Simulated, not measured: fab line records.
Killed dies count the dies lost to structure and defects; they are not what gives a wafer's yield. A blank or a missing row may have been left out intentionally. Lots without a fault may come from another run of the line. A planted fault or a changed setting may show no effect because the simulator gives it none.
Chamber matching -- flow nand harc -- 4 sister chambers for NHARC_A_BLC_STRIP_21 on rie diel-13
The step strips in O2. 4 wafers are shown with their chamber, then 9 later ones without.

== WAFERS PAIRED WITH THEIR CHAMBERS ==
wafer,chamber,showerhead plenum p Torr (Torr)
L077.5,3,3.45
L084.2,1,3.66
L084.3,0,3.75
L084.4,2,3.32

== WAFERS WITH NO CHAMBER GIVEN ==
wafer,showerhead plenum p Torr (Torr)
L088.1,3.32
L088.3,3.44
L088.6,3.66
L091.4,3.66
L091.5,3.44
L091.6,3.32
L095.2,3.44
L095.3,3.32
L095.4,3.66

== CHAMBER TAKEN BY EACH ==
wafer,from the rows above,in truth
L088.1,2,2
L088.3,3,3
L088.6,1,1
L091.4,1,1
L091.5,3,3
L091.6,2,2
L095.2,3,3
L095.3,2,2
L095.4,1,1
9 of 9 placed correctly. Left unplaced by these rows: 0. Wrongly placed: 0.
How it was worked out, from the rows above alone: a wafer's distance from a chamber is the root of the sum, over the readings, of the square of ((its reading less the chamber's mean) divided by the reading's scatter). The wafer belongs to the nearest chamber; if the next one is less than 2 further off, it can't be placed. For every chamber, the mean is computed from those of its wafers that are shown. The scatter (one wafer shown for each chamber): square how far every hidden wafer sits from the nearest shown wafer, average those squares and take the square root.
